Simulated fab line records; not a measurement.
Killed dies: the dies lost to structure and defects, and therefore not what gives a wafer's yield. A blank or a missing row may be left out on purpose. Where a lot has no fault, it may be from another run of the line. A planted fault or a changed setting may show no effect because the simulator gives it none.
Chamber matching -- flow nand-harc -- NHARC_A_CONTACT_CMP_20 on cmp-03: 4 sister chambers
The step polishes, t overpolish 30 s, target thk 300 nm. 4 wafers are shown with their chamber, then 7 later ones without.

WAFERS PAIRED WITH THEIR CHAMBERS
wafer,chamber,motor-current-A (A)
L543.5,2,11.0
L542.6,0,12.9
L558.1,3,14.0
L558.5,1,12.4

WAFERS WITHOUT THEIR CHAMBER
wafer,motor-current-A (A)
L558.6,12.6
L559.2,13.0
L559.3,12.4
L559.5,11.0
L560.3,12.2
L560.4,11.2
L560.5,12.4

WHICH CHAMBER EACH ONE RAN IN
wafer,from the rows above,in truth
L558.6,can't be placed: 1 or 0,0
L559.2,0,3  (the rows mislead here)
L559.3,1,1
L559.5,2,2
L560.3,1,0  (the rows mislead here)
L560.4,2,2
L560.5,1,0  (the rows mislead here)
Placed correctly: 3 of 7. Not placeable from these rows: 1 (in 1, the candidates include the true chamber). Wrongly placed: 3.
How it was worked out, from the rows above alone: a wafer's distance from a chamber is the root of the sum, over the readings, of the square of ((its reading less the chamber's mean) divided by the reading's scatter). If the next closest chamber is less than 2 further off than the closest, the wafer can't be placed; otherwise it belongs to the closest. A chamber's mean is the mean of its shown wafers. The scatter: root of mean squared gap, hidden wafer to nearest shown wafer, with one shown wafer a chamber.
